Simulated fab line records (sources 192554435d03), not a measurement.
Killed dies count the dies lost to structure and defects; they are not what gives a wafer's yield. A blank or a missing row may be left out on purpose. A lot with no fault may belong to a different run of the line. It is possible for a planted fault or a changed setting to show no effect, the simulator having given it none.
Chamber matching | flow n5 finfet | N5_MOL_CONTACT_COAG_STRIP_96 on rie diel-03: 4 sister chambers
The step strips in N2/H2. 4 wafers are shown with their chamber, then 8 later ones without.

## WAFERS PAIRED WITH THEIR CHAMBERS
wafer  | chamber | drypump motor current A (A)
L086.3 | 3       | 5.4
L086.4 | 1       | 5.1
L086.6 | 2       | 5.7
L088.1 | 0       | 6.4

## WAFERS WHOSE CHAMBER IS MISSING
wafer  | drypump motor current A (A)
L088.4 | 5.5
L088.5 | 5.1
L089.2 | 6.4
L089.4 | 5.4
L089.6 | 6.4
L093.2 | 6.4
L093.3 | 5.7
L093.5 | 6.4

## CHAMBER TAKEN BY EACH
wafer  | from the rows above | in truth
L088.4 | 3                   | 3
L088.5 | 1                   | 1
L089.2 | 0                   | 0
L089.4 | 3                   | 3
L089.6 | 0                   | 0
L093.2 | 0                   | 0
L093.3 | 2                   | 2
L093.5 | 0                   | 0
Correctly placed: 8 of 8. From these rows, 0 cannot be placed. Wrongly placed: 0.
How it was worked out, from the rows above alone: a wafer's distance from a chamber is the root of the sum, over the readings, of the square of ((its reading less the chamber's mean) divided by the reading's scatter). If the next closest chamber is less than 2 further off than the closest, the wafer can't be placed; otherwise it belongs to the closest. The mean given for a chamber averages the wafers shown for that chamber. The scatter: with one shown wafer a chamber, the root of the mean of the squares of how far each hidden wafer lies from its nearest shown one.
